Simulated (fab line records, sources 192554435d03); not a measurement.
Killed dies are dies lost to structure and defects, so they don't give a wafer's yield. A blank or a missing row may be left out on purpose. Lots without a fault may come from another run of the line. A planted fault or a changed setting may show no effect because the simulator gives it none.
Which tool did it? | flow n5_finfet | 9 lots, 27 wafers sampled, at 4 steps of a route of 1938

WHAT THE GAUGES READ, wafer by wafer
N5_BEOL_M9_INSPECT_30: inspects for defects (brightfield). Usual: raw_defect_count 402, standard deviation 93.
lot  | measured     | on                | raw_defect_count | flag
L999 | day 9 22:15  | defect_inspect-02 | 446 323 376      |
L100 | day 10 01:16 | defect_inspect-01 | 272 330 461      |
L110 | day 12 17:38 | defect_inspect-01 | 305 762 738      |
L111 | day 13 10:47 | defect_inspect-01 | 391 296 307      |
L112 | day 13 10:52 | defect_inspect-01 | 543 469 449      |
L116 | day 13 21:52 | defect_inspect-01 | 516 435 379      |
L118 | day 14 20:51 | defect_inspect-02 | 507 401 555      |
L120 | day 15 19:44 | defect_inspect-01 | 737 456 724      |
L121 | day 16 02:58 | defect_inspect-02 | 356 368 390      |

WHICH TOOL RAN EACH LOT (tool, then ch and the chambers of the sampled wafers, then the start)
lot  | N5_BEOL_M9_DESCUM_16               | N5_BEOL_M9_ETCH_61                 | N5_BEOL_M9_STRIP_67
L999 | rie_diel-02 ch 0,1,2, day 9 19:36  | rie_diel-02 ch 0,1,2, day 9 19:38  | rie_diel-02 ch 0,1,2, day 9 19:50
L100 | rie_diel-02 ch 0,2, day 9 23:22    | rie_diel-02 ch 0,2, day 9 23:24    | rie_diel-02 ch 0,2, day 9 23:35
L110 | rie_diel-01 ch 0,2, day 12 16:14   | rie_diel-01 ch 0,2, day 12 16:16   | rie_diel-01 ch 0,2, day 12 16:28
L111 | rie_diel-02 ch 1,2,3, day 13 08:20 | rie_diel-02 ch 1,2,3, day 13 08:22 | rie_diel-02 ch 1,2,3, day 13 08:34
L112 | rie_diel-05 ch 0,1, day 13 08:33   | rie_diel-05 ch 0,1, day 13 08:35   | rie_diel-05 ch 0,1, day 13 08:47
L116 | rie_diel-05 ch 0,1,3, day 13 17:57 | rie_diel-05 ch 0,1,3, day 13 17:59 | rie_diel-05 ch 0,1,3, day 13 18:11
L118 | rie_diel-05 ch 0,1,3, day 14 19:43 | rie_diel-05 ch 0,1,3, day 14 19:45 | rie_diel-05 ch 0,1,3, day 14 19:57
L120 | rie_diel-01 ch 0,1,3, day 15 16:40 | rie_diel-01 ch 0,1,3, day 15 16:42 | rie_diel-01 ch 0,1,3, day 15 16:54
L121 | rie_diel-05 ch 0,1,2, day 16 00:56 | rie_diel-05 ch 0,1,2, day 16 00:58 | rie_diel-05 ch 0,1,2, day 16 01:10
- N5_BEOL_M9_DESCUM_16: chemistry O2, time 7.9 s.
- N5_BEOL_M9_ETCH_61: etches SiARC in CF4, target depth 39 nm, time 65 s.
- N5_BEOL_M9_STRIP_67: strips in CF4.

WHAT THE TOOLS THEMSELVES READ (means of the sampled wafers that have a number; where no wafer has one, the mark that the record gives instead)
N5_BEOL_M9_DESCUM_16. Usual: drypump_motor_current_A 5.90 A, standard deviation 0.3; o2_flow_sccm 225.0 sccm, standard deviation 0.73; oes_product_au 0.82 a.u., standard deviation 0.087; rf_vpp_V 243.3 V, standard deviation 1; showerhead_plenum_p_Torr 2.10 Torr, standard deviation 0.046; throttle_valve_pct 20.39 %, standard deviation 0.26.
lot  | tool        | drypump_motor_current_A (A) | o2_flow_sccm (sccm) | oes_product_au (a.u.) | rf_vpp_V (V) | showerhead_plenum_p_Torr (Torr) | throttle_valve_pct (%) | flag
L999 | rie_diel-02 | 6.03                        | 225.1               | 0.82                  | 244.0        | 2.10                            | 20.49                  |
L100 | rie_diel-02 | 5.73                        | 225.5               | 0.85                  | 244.4        | 2.11                            | 20.37                  |
L110 | rie_diel-01 | 6.06                        | 224.9               | 0.84                  | 244.0        | 2.14                            | 20.28                  |
L111 | rie_diel-02 | 6.11                        | 224.7               | 0.76                  | 243.5        | 2.09                            | 20.47                  |
L112 | rie_diel-05 | 5.95                        | 224.3               | 0.84                  | 243.2        | 2.11                            | 20.26                  |
L116 | rie_diel-05 | 6.01                        | 224.7               | 0.87                  | 243.3        | 2.13                            | 20.28                  |
L118 | rie_diel-05 | 5.99                        | 225.4               | 0.86                  | 243.8        | 2.13                            | 20.29                  |
L120 | rie_diel-01 | 6.00                        | 225.1               | 0.84                  | 242.9        | 2.06                            | 20.31                  |
L121 | rie_diel-05 | 5.83                        | 225.1               | 0.79                  | 243.8        | 2.11                            | 20.41                  |

N5_BEOL_M9_ETCH_61. Usual: drypump_motor_current_A 5.9 A, standard deviation 0.3; etch_rf_on_time_s 64.5 s, standard deviation 0.93; oes_product_au 0.70 a.u., standard deviation 0.075; rf_vpp_V 184.1 V, standard deviation 0.95; showerhead_plenum_p_Torr 2.15 Torr, standard deviation 0.041; throttle_valve_pct 15.55 %, standard deviation 0.27.
lot  | tool        | drypump_motor_current_A (A) | etch_rf_on_time_s (s) | oes_product_au (a.u.) | rf_vpp_V (V) | showerhead_plenum_p_Torr (Torr) | throttle_valve_pct (%) | flag
L999 | rie_diel-02 | 6.0                         | 63.4                  | 0.70                  | 183.9        | 2.16                            | 15.69                  |
L100 | rie_diel-02 | 5.7                         | 63.8                  | 0.72                  | 183.6        | 2.17                            | 15.58                  |
L110 | rie_diel-01 | 6.0                         | 65.5                  | 0.72                  | 184.9        | 2.19                            | 15.44                  |
L111 | rie_diel-02 | 6.1                         | 64.3                  | 0.66                  | 184.2        | 2.15                            | 15.69                  |
L112 | rie_diel-05 | 5.9                         | 64.2                  | 0.71                  | 184.8        | 2.17                            | 15.45                  |
L116 | rie_diel-05 | 6.0                         | 63.9                  | 0.74                  | 184.5        | 2.18                            | 15.42                  |
L118 | rie_diel-05 | 6.0                         | 63.7                  | 0.74                  | 184.7        | 2.17                            | 15.43                  |
L120 | rie_diel-01 | 6.0                         | 64.2                  | 0.72                  | 183.7        | 2.11                            | 15.50                  |
L121 | rie_diel-05 | 5.9                         | 65.0                  | 0.68                  | 184.0        | 2.16                            | 15.55                  |

N5_BEOL_M9_STRIP_67. Usual: drypump_motor_current_A 5.9 A, standard deviation 0.3; oes_product_au 0.82 a.u., standard deviation 0.085; rf_vpp_V 271.4 V, standard deviation 1.2; showerhead_plenum_p_Torr 1.80 Torr, standard deviation 0.032; throttle_valve_pct 13.52 %, standard deviation 0.28.
lot  | tool        | drypump_motor_current_A (A) | oes_product_au (a.u.) | rf_vpp_V (V) | showerhead_plenum_p_Torr (Torr) | throttle_valve_pct (%) | flag
L999 | rie_diel-02 | 6.0                         | 0.81                  | 272.7        | 1.81                            | 13.64                  |
L100 | rie_diel-02 | 5.7                         | 0.83                  | 271.6        | 1.82                            | 13.52                  |
L110 | rie_diel-01 | 6.1                         | 0.83                  | 271.5        | 1.84                            | 13.42                  |
L111 | rie_diel-02 | 6.1                         | 0.76                  | 270.9        | 1.80                            | 13.67                  |
L112 | rie_diel-05 | 6.0                         | 0.83                  | 270.5        | 1.82                            | 13.41                  |
L116 | rie_diel-05 | 6.0                         | 0.86                  | 272.2        | 1.82                            | 13.35                  |
L118 | rie_diel-05 | 6.0                         | 0.86                  | 271.7        | 1.81                            | 13.36                  |
L120 | rie_diel-01 | 6.0                         | 0.84                  | 270.4        | 1.77                            | 13.46                  |
L121 | rie_diel-05 | 5.8                         | 0.80                  | 270.7        | 1.81                            | 13.53                  |

THE ANSWER, worked out from the rows above alone
Rule: a lot is off if the mean of its wafers that have a number lies more than 3 standard deviations from the usual mean. A lot without any number at a reading at which 4 lots or more have one is off too. The other lots that the step has rows for count as sound. The gauges are gone through in route order, then the tools' own readings, and for those a lot's mean is taken as printed above. The first step at which some lot is off is used, and at that step the reading that is off furthest; a lot without a number counts as furthest.
No lot is off at any reading shown: from this, nothing can be told.

WHAT THE SIMULATOR HAD PUT IN
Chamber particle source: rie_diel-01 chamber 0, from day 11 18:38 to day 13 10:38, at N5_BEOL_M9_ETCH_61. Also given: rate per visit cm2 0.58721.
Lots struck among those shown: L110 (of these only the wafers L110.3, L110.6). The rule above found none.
